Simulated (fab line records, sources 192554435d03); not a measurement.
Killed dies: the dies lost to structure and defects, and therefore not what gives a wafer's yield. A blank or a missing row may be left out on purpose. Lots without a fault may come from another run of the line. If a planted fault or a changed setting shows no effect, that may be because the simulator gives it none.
A struck lot beside a sound one    flow n5 finfet    14 out of 1938 route steps
Sound: these wafers, L910.1, L910.4, L910.6. Wafers L902.1, L902.2, L902.6 were the ones struck. The cause is given at the end.
At each step with rows: each side's tool, then ch and its chambers, then its first start. Under that, the readings that differ: sound wafers    struck wafers    difference of the means    sigmas: that difference in standard deviations of wafers without a fault.
alike: words and numbers the same on both sides, and readings whose means are apart by under 2 such deviations; not compared: readings that were withheld, readings missing a value for some wafer, numbers with overlapping values and no deviation given by the record, and bounds like >300 which may hide the same value.
Wherever a step has rows on one side only, a row that says differs or no value, or a row with sigmas, the two part there. When numbers do not overlap yet have no deviation, they are printed without sigmas and do not part them. A reading missing from all wafers of one side parts the sides only when that side holds two or more wafers.

N5_BEOL_M0_INSPECT_127: inspects for defects (darkfield).
  struck on defect inspect-02, day 7 22:34; sound on defect inspect-01, day 9 22:55
  alike: raw defect count
N5_BEOL_M1_ILD_DEP_00: deposits SiOC from DEMS/O2, target thk 79 nm, time 15.3 s.
  sound on pecvd-02 ch 0,2, day 9 22:57; struck on pecvd-04 ch 0,1,2, day 7 22:36
  alike: heater power w, showerhead plenum p Torr, throttle valve pct
N5_BEOL_M1_THK_MEAS_01:
  struck on film metro-01, day 7 22:40; sound on film metro-01, day 9 23:02
  alike: M1_ILD_THK
N5_BEOL_M1_PECVD_72: deposits SiO2 from TEOS/O2, target thk 16 nm, time 18 s.
  sound on pecvd-01 ch 0,1,2, day 9 23:04; struck on pecvd-04 ch 0,1,2, day 7 22:42
  alike: heater power w, showerhead plenum p Torr, throttle valve pct
N5_BEOL_M1_HM_DEP_02: deposits TiN, target thk 20 nm.
  struck on pvd sputter-03, day 8 00:22; sound on pvd sputter-03, day 9 23:56
  alike: throttle valve pct
then, 7 steps without rows for these wafers: N5_BEOL_M1_COAT_61 (time 60 s, resist thk 60 nm); N5_BEOL_M1_COAT_62 (time 60 s, resist thk 12 nm); N5_BEOL_M1_COAT_73 (time 60 s, resist thk 5 nm); N5_BEOL_M1_COAT_05 (resist thk 30 nm); N5_BEOL_M1_EBR_07; N5_BEOL_M1_SOFTBAKE_06 (time 60 s); N5_BEOL_M1_EXPOSE_08 (exposes mask M1).
N5_BEOL_M1_PEB_09: peb time 60 s.
  struck on litho track-01, day 8 00:42; sound on litho track-01 ch 0, day 10 00:23
  no value came back on the struck wafers for chill plate temp C (C), exhaust pa (Pa), plate temp C (C); on the sound wafers chill plate temp C (C) reads 22.81 22.86 22.78
then, 1 step without rows for these wafers: N5_BEOL_M1_DEVELOP_10 (develop time 30 s).

## WHERE THEY PART
Only at N5_BEOL_M1_PEB_09, as far as this record shows.

WHY: what had been put in by the simulator
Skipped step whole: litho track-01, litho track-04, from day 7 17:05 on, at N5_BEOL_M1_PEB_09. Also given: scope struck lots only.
